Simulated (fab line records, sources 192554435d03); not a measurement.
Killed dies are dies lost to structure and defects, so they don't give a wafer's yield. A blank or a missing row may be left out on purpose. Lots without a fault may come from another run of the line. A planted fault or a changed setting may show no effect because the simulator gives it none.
Which tool did it? | flow n5_finfet | 24 lots, 72 wafers sampled, at 6 steps of a route of 1938

WHAT THE GAUGES READ, wafer by wafer
N5_BEOL_M9_THK_MEAS_01. Usual: M9_ILD_THK 267 nm, standard deviation 3.4.
lot  | measured     | on            | M9_ILD_THK (nm) | flag
L075 | day 9 15:00  | film_metro-02 | 264 261 268     |
L074 | day 10 00:00 | film_metro-01 | 267 266 269     |
L076 | day 10 01:36 | film_metro-01 | 267 262 266     |
L077 | day 10 15:23 | film_metro-01 | 263 262 266     |
L078 | day 10 21:25 | film_metro-01 | 266 264 269     |
L080 | day 11 03:53 | film_metro-02 | 260 264 268     |
L079 | day 11 05:47 | film_metro-02 | 265 272 271     |
L081 | day 11 11:37 | film_metro-02 | 266 269 265     |
L082 | day 12 00:37 | film_metro-02 | 264 265 272     |
L083 | day 12 09:22 | film_metro-02 | 272 270 271     |
L085 | day 12 10:33 | film_metro-01 | 262 261 266     |
L084 | day 12 10:51 | film_metro-02 | 268 273 275     |
L086 | day 12 11:02 | film_metro-01 | 268 271 269     |
L087 | day 12 14:25 | film_metro-01 | 266 265 269     |
L088 | day 12 19:58 | film_metro-02 | 264 271 267     |
L091 | day 14 01:02 | film_metro-02 | 264 262 268     |
L089 | day 14 05:16 | film_metro-02 | 266 271 269     |
L090 | day 14 05:43 | film_metro-01 | 269 276 274     |
L093 | day 14 08:37 | film_metro-02 | 265 270 269     |
L092 | day 14 10:50 | film_metro-02 | 266 262 271     |
L094 | day 15 02:46 | film_metro-02 | 266 263 271     |
L095 | day 15 05:34 | film_metro-02 | 269 267 271     |
L096 | day 15 10:48 | film_metro-01 | 263 262 265     |
L097 | day 15 13:06 | film_metro-01 | 262 266 268     |

N5_BEOL_M9_THK_MEAS_53: measures by xrf. Usual: M9_THK 145 nm, standard deviation 3.3.
lot  | measured     | on            | M9_THK (nm) | flag
L075 | day 9 22:29  | film_metro-01 | 145 147 147 |
L074 | day 10 08:25 | film_metro-01 | 145 147 146 |
L076 | day 10 08:55 | film_metro-02 | 145 143 142 |
L077 | day 11 01:35 | film_metro-01 | 143 143 146 |
L078 | day 11 03:22 | film_metro-01 | 139 147 140 |
L080 | day 11 10:42 | film_metro-01 | 143 146 144 |
L079 | day 11 14:52 | film_metro-02 | 141 148 144 |
L081 | day 11 17:31 | film_metro-01 | 142 140 139 |
L082 | day 12 05:40 | film_metro-02 | 144 145 151 |
L083 | day 12 17:27 | film_metro-02 | 145 143 152 |
L085 | day 12 17:38 | film_metro-02 | 144 144 143 |
L084 | day 12 17:59 | film_metro-01 | 150 152 152 |
L086 | day 12 18:33 | film_metro-02 | 142 144 147 |
L087 | day 13 01:28 | film_metro-02 | 144 146 153 |
L088 | day 13 06:43 | film_metro-02 | 152 145 146 |
L091 | day 14 07:20 | film_metro-01 | 144 140 139 |
L089 | day 14 11:40 | film_metro-02 | 146 150 149 |
L090 | day 14 11:46 | film_metro-01 | 148 144 143 |
L093 | day 14 15:07 | film_metro-02 | 147 144 149 |
L092 | day 14 17:48 | film_metro-02 | 146 143 145 |
L094 | day 15 13:11 | film_metro-02 | 148 146 147 |
L095 | day 15 11:50 | film_metro-02 | 141 147 144 |
L096 | day 15 18:31 | film_metro-01 | 140 149 148 |
L097 | day 15 21:07 | film_metro-01 | 144 139 145 |

WHICH TOOL RAN EACH LOT (tool, then ch and the chambers of the sampled wafers, then the start)
lot  | N5_BEOL_M8_SPUTTER_48        | N5_BEOL_M9_CURE_71            | N5_BEOL_M9_CURE_72            | N5_BEOL_M9_ANNEAL_51
L075 | pvd_sputter-01, day 9 13:07  | uv_cure-03 ch 2, day 9 14:34  | uv_cure-02 ch 2, day 9 18:29  | rtp_anneal-01 ch 0, day 9 21:56
L074 | pvd_sputter-03, day 9 22:22  | uv_cure-03 ch 0, day 9 23:29  | uv_cure-02 ch 2, day 10 05:48 | rtp_anneal-01 ch 0, day 10 07:49
L076 | pvd_sputter-01, day 10 00:01 | uv_cure-02 ch 1, day 10 01:05 | uv_cure-03 ch 1, day 10 06:06 | rtp_anneal-02 ch 0, day 10 08:15
L077 | pvd_sputter-02, day 10 13:47 | uv_cure-03 ch 0, day 10 14:56 | uv_cure-02 ch 0, day 10 22:13 | rtp_anneal-02 ch 0, day 11 01:02
L078 | pvd_sputter-02, day 10 19:28 | uv_cure-03 ch 1, day 10 20:54 | uv_cure-01 ch 0, day 11 01:19 | rtp_anneal-01 ch 0, day 11 02:46
L080 | pvd_sputter-01, day 11 02:15 | uv_cure-03 ch 0, day 11 03:22 | uv_cure-01 ch 1, day 11 06:56 | rtp_anneal-01 ch 0, day 11 10:07
L079 | pvd_sputter-03, day 11 04:10 | uv_cure-03 ch 1, day 11 05:16 | uv_cure-01 ch 2, day 11 11:28 | rtp_anneal-02 ch 0, day 11 14:16
L081 | pvd_sputter-03, day 11 09:58 | uv_cure-03 ch 1, day 11 11:16 | uv_cure-03 ch 1, day 11 15:43 | rtp_anneal-02 ch 0, day 11 17:01
L082 | pvd_sputter-01, day 11 22:43 | uv_cure-03 ch 0, day 12 00:06 | uv_cure-02 ch 2, day 12 03:29 | rtp_anneal-01 ch 0, day 12 05:05
L083 | pvd_sputter-01, day 12 07:47 | uv_cure-01 ch 2, day 12 09:05 | uv_cure-03 ch 1, day 12 15:46 | rtp_anneal-02 ch 0, day 12 16:59
L085 | pvd_sputter-03, day 12 08:48 | uv_cure-02 ch 1, day 12 10:02 | uv_cure-02 ch 1, day 12 15:39 | rtp_anneal-01 ch 0, day 12 17:03
L084 | pvd_sputter-02, day 12 09:11 | uv_cure-01 ch 0, day 12 10:25 | uv_cure-01 ch 1, day 12 16:05 | rtp_anneal-01 ch 0, day 12 17:26
L086 | pvd_sputter-02, day 12 09:16 | uv_cure-02 ch 2, day 12 10:36 | uv_cure-03 ch 2, day 12 16:08 | rtp_anneal-02 ch 0, day 12 17:59
L087 | pvd_sputter-02, day 12 12:47 | uv_cure-02 ch 0, day 12 13:53 | uv_cure-01 ch 1, day 12 19:49 | rtp_anneal-02 ch 0, day 13 00:52
L088 | pvd_sputter-02, day 12 18:22 | uv_cure-03 ch 2, day 12 19:27 | uv_cure-03 ch 2, day 13 04:17 | rtp_anneal-01 ch 0, day 13 06:08
L091 | pvd_sputter-02, day 13 22:48 | uv_cure-02 ch 0, day 14 00:31 | uv_cure-02 ch 1, day 14 04:34 | rtp_anneal-02 ch 0, day 14 06:45
L089 | pvd_sputter-03, day 14 03:41 | uv_cure-01 ch 1, day 14 04:55 | uv_cure-01 ch 1, day 14 09:07 | rtp_anneal-01 ch 0, day 14 11:10
L090 | pvd_sputter-03, day 14 03:46 | uv_cure-03 ch 0, day 14 05:16 | uv_cure-03 ch 2, day 14 09:20 | rtp_anneal-02 ch 0, day 14 11:13
L093 | pvd_sputter-02, day 14 06:13 | uv_cure-03 ch 0, day 14 08:16 | uv_cure-02 ch 2, day 14 13:05 | rtp_anneal-02 ch 0, day 14 14:37
L092 | pvd_sputter-03, day 14 09:14 | uv_cure-02 ch 0, day 14 10:24 | uv_cure-02 ch 1, day 14 15:32 | rtp_anneal-01 ch 0, day 14 17:14
L094 | pvd_sputter-02, day 15 01:06 | uv_cure-03 ch 1, day 15 02:20 | uv_cure-01 ch 1, day 15 09:59 | rtp_anneal-01 ch 0, day 15 12:38
L095 | pvd_sputter-02, day 15 03:40 | uv_cure-01 ch 2, day 15 05:17 | uv_cure-03 ch 0, day 15 09:20 | rtp_anneal-02 ch 0, day 15 11:22
L096 | pvd_sputter-01, day 15 09:13 | uv_cure-02 ch 2, day 15 10:22 | uv_cure-02 ch 1, day 15 15:19 | rtp_anneal-01 ch 0, day 15 17:59
L097 | pvd_sputter-03, day 15 11:29 | uv_cure-02 ch 1, day 15 12:35 | uv_cure-02 ch 2, day 15 17:35 | rtp_anneal-01 ch 0, day 15 20:31
- N5_BEOL_M8_SPUTTER_48: material Cu, target thk 10 nm, time 1.667 s.
- N5_BEOL_M9_CURE_71: cures SiCOH lowk, time 240 s.
- N5_BEOL_M9_CURE_72: cures SiCOH lowk, time 120 s.
- N5_BEOL_M9_ANNEAL_51: time 90 s.

WHAT THE TOOLS THEMSELVES READ (means of the sampled wafers that have a number; where no wafer has one, the mark that the record gives instead)
N5_BEOL_M8_SPUTTER_48. Usual: chamber_pressure_pa 0.13 Pa, standard deviation 0.00029; chuck_sensor_temp_C -15.8 C, standard deviation 0.48; throttle_valve_pct 30.1 %, standard deviation 0.89.
lot  | tool           | chamber_pressure_pa (Pa) | chuck_sensor_temp_C (C) | throttle_valve_pct (%) | flag
L075 | pvd_sputter-01 | 0.13                     | -15.9                   | 30.1                   |
L074 | pvd_sputter-03 | 0.13                     | -16.2                   | 30.2                   |
L076 | pvd_sputter-01 | 0.13                     | -15.9                   | 30.9                   |
L077 | pvd_sputter-02 | 0.13                     | -15.8                   | 29.3                   |
L078 | pvd_sputter-02 | 0.13                     | -15.6                   | 29.7                   |
L080 | pvd_sputter-01 | 0.13                     | -16.0                   | 30.8                   |
L079 | pvd_sputter-03 | 0.13                     | -16.0                   | 30.6                   |
L081 | pvd_sputter-03 | 0.13                     | -15.8                   | 30.4                   |
L082 | pvd_sputter-01 | 0.13                     | -16.0                   | 30.8                   |
L083 | pvd_sputter-01 | 0.13                     | -16.0                   | 31.0                   |
L085 | pvd_sputter-03 | 0.13                     | -15.8                   | 29.5                   |
L084 | pvd_sputter-02 | 0.13                     | -15.9                   | 29.4                   |
L086 | pvd_sputter-02 | 0.13                     | -15.9                   | 29.4                   |
L087 | pvd_sputter-02 | 0.13                     | -15.9                   | 29.2                   |
L088 | pvd_sputter-02 | 0.13                     | -15.3                   | 29.8                   |
L091 | pvd_sputter-02 | 0.13                     | -15.8                   | 29.6                   |
L089 | pvd_sputter-03 | 0.13                     | -15.8                   | 31.2                   |
L090 | pvd_sputter-03 | 0.13                     | -16.3                   | 30.0                   |
L093 | pvd_sputter-02 | 0.13                     | -15.7                   | 29.5                   |
L092 | pvd_sputter-03 | 0.13                     | -16.0                   | 30.1                   |
L094 | pvd_sputter-02 | 0.13                     | -15.3                   | 29.8                   |
L095 | pvd_sputter-02 | 0.13                     | -15.6                   | 29.7                   |
L096 | pvd_sputter-01 | 0.13                     | -15.5                   | 30.4                   |
L097 | pvd_sputter-03 | 0.13                     | -15.7                   | 30.3                   |

N5_BEOL_M9_CURE_71. Usual: lamp_power_pct 52.31 %, standard deviation 0.057; wafer_temp_C_max 386.6, standard deviation 0.55.
lot  | tool       | lamp_power_pct (%) | wafer_temp_C_max | flag
L075 | uv_cure-03 | 52.34              | 387.9            |
L074 | uv_cure-03 | 52.29              | 386.5            |
L076 | uv_cure-02 | 52.36              | 386.7            |
L077 | uv_cure-03 | 52.36              | 386.4            |
L078 | uv_cure-03 | 52.29              | 386.4            |
L080 | uv_cure-03 | 52.33              | 386.5            |
L079 | uv_cure-03 | 52.32              | 386.8            |
L081 | uv_cure-03 | 52.30              | 386.6            |
L082 | uv_cure-03 | 52.32              | 386.7            |
L083 | uv_cure-01 | 52.33              | 386.6            |
L085 | uv_cure-02 | 52.37              | 386.6            |
L084 | uv_cure-01 | 52.34              | 387.6            |
L086 | uv_cure-02 | 52.25              | 386.6            |
L087 | uv_cure-02 | 52.27              | 385.9            |
L088 | uv_cure-03 | 52.36              | 387.4            |
L091 | uv_cure-02 | 52.25              | 385.8            |
L089 | uv_cure-01 | 52.34              | 386.5            |
L090 | uv_cure-03 | 52.31              | 386.6            |
L093 | uv_cure-03 | 52.32              | 386.8            |
L092 | uv_cure-02 | 52.27              | 385.8            |
L094 | uv_cure-03 | 52.27              | 386.4            |
L095 | uv_cure-01 | 52.29              | 386.4            |
L096 | uv_cure-02 | 52.31              | 386.5            |
L097 | uv_cure-02 | 52.30              | 386.8            |

N5_BEOL_M9_CURE_72. Usual: lamp_power_pct 52.31 %, standard deviation 0.058; wafer_temp_C_max 371.7, standard deviation 0.51.
lot  | tool       | lamp_power_pct (%) | wafer_temp_C_max | flag
L075 | uv_cure-02 | 52.27              | 371.7            |
L074 | uv_cure-02 | 52.35              | 371.6            |
L076 | uv_cure-03 | 52.28              | 371.9            |
L077 | uv_cure-02 | 52.31              | 371.0            |
L078 | uv_cure-01 | 52.30              | 372.1            |
L080 | uv_cure-01 | 52.29              | 371.0            |
L079 | uv_cure-01 | 52.33              | 371.9            |
L081 | uv_cure-03 | 52.31              | 371.4            |
L082 | uv_cure-02 | 52.33              | 371.5            |
L083 | uv_cure-03 | 52.30              | 371.6            |
L085 | uv_cure-02 | 52.34              | 371.7            |
L084 | uv_cure-01 | 52.33              | 371.4            |
L086 | uv_cure-03 | 52.39              | 372.6            |
L087 | uv_cure-01 | 52.31              | 371.6            |
L088 | uv_cure-03 | 52.31              | 372.3            |
L091 | uv_cure-02 | 52.35              | 372.1            |
L089 | uv_cure-01 | 52.29              | 371.0            |
L090 | uv_cure-03 | 52.34              | 372.2            |
L093 | uv_cure-02 | 52.26              | 371.5            |
L092 | uv_cure-02 | 52.33              | 371.9            |
L094 | uv_cure-01 | 52.32              | 371.3            |
L095 | uv_cure-03 | 52.31              | 371.9            |
L096 | uv_cure-02 | 52.28              | 371.5            |
L097 | uv_cure-02 | 52.32              | 371.4            |

N5_BEOL_M9_ANNEAL_51. Usual: wafer_temp_C_max 225.84, standard deviation 0.26.
lot  | tool          | wafer_temp_C_max | flag
L075 | rtp_anneal-01 | 226.17           |
L074 | rtp_anneal-01 | 225.75           |
L076 | rtp_anneal-02 | 225.66           |
L077 | rtp_anneal-02 | 225.83           |
L078 | rtp_anneal-01 | 225.85           |
L080 | rtp_anneal-01 | 226.10           |
L079 | rtp_anneal-02 | 225.85           |
L081 | rtp_anneal-02 | 225.66           |
L082 | rtp_anneal-01 | 225.95           |
L083 | rtp_anneal-02 | 225.64           |
L085 | rtp_anneal-01 | 225.84           |
L084 | rtp_anneal-01 | 225.96           |
L086 | rtp_anneal-02 | 225.75           |
L087 | rtp_anneal-02 | 225.87           |
L088 | rtp_anneal-01 | 225.66           |
L091 | rtp_anneal-02 | 225.91           |
L089 | rtp_anneal-01 | 225.81           |
L090 | rtp_anneal-02 | 225.75           |
L093 | rtp_anneal-02 | 225.79           |
L092 | rtp_anneal-01 | 226.33           |
L094 | rtp_anneal-01 | 225.97           |
L095 | rtp_anneal-02 | 225.81           |
L096 | rtp_anneal-01 | 225.69           |
L097 | rtp_anneal-01 | 226.03           |

THE ANSWER, worked out from the rows above alone
Rule: a lot is off if the mean of its wafers that have a number lies more than 3 standard deviations from the usual mean. A lot without any number at a reading at which 4 lots or more have one is off too. The other lots that the step has rows for count as sound. The gauges are gone through in route order, then the tools' own readings, and for those a lot's mean is taken as printed above. The first step at which some lot is off is used, and at that step the reading that is off furthest; a lot without a number counts as furthest.
No lot is off at any reading shown: from this, nothing can be told.

WHAT THE SIMULATOR HAD PUT IN
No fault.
